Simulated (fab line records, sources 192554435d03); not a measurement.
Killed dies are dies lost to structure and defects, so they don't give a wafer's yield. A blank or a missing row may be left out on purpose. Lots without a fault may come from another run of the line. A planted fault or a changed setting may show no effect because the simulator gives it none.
Which tool did it? | flow n5_finfet | 10 lots, 28 wafers sampled, at 2 steps of a route of 1938

WHAT THE GAUGES READ, wafer by wafer
N5_GATE_CUT_THK_MEAS_24.
lot  | measured     | on            | GC_FILL_THK (nm)
L369 | day 5 07:58  | film_metro-01 | 218.2 217.9 221.6
L370 | day 5 14:26  | film_metro-01 | 215.4 219.4 219.4
L373 | day 6 03:58  | film_metro-01 | 218.8 220.3 219.7
L374 | day 6 12:55  | film_metro-01 | 218.2 219.0 219.4
L383 | day 8 14:31  | film_metro-02 | 220.8 219.8
L384 | day 8 20:17  | film_metro-02 | 219.4 220.5
L386 | day 9 08:05  | film_metro-01 | 222.4 225.3 223.0
L387 | day 9 16:32  | film_metro-01 | 218.0 216.5 217.9
L389 | day 10 01:19 | film_metro-02 | 219.1 219.6 221.8
L390 | day 10 06:50 | film_metro-01 | 220.9 222.5 221.8

WHICH TOOL RAN EACH LOT (tool, then ch and the chambers of the sampled wafers, then the start)
lot  | N5_GATE_CUT_CMP_23
L369 | cmp-02 ch 0,2,3, day 5 07:41
L370 | cmp-01 ch 0,3, day 5 14:08
L373 | cmp-04 ch 0,1,3, day 6 03:46
L374 | cmp-02 ch 0,1,2, day 6 12:40
L383 | cmp-04 ch 0,3, day 8 14:20
L384 | cmp-02 ch 1,3, day 8 20:04
L386 | cmp-02 ch 0,3, day 9 07:49
L387 | cmp-04 ch 0,2,3, day 9 16:19
L389 | cmp-01 ch 1,2,3, day 10 01:03
L390 | cmp-02 ch 1,2,3, day 10 06:40
- N5_GATE_CUT_CMP_23: polishes, stops on SiO2, t overpolish 23.4 s, target thk 16 nm.

THE ANSWER, worked out from the rows above alone
Rule: what is usual is taken from the lots themselves. Put in order of their means at a reading, lots are off if they are a third of the lots or fewer, leave a main group of 4 or more, and stand apart from it by a gap of 3 or more times the standard deviation of the main group's means; of several such gaps the widest counts. A main group whose means are all the same, to the digits that the tables above print for the reading, isn't used. A lot without any number at a reading at which 4 lots or more have one is off too. The other lots that the step has rows for count as sound.
No lot is off at any reading shown: from this, nothing can be told.

WHAT THE SIMULATOR HAD PUT IN
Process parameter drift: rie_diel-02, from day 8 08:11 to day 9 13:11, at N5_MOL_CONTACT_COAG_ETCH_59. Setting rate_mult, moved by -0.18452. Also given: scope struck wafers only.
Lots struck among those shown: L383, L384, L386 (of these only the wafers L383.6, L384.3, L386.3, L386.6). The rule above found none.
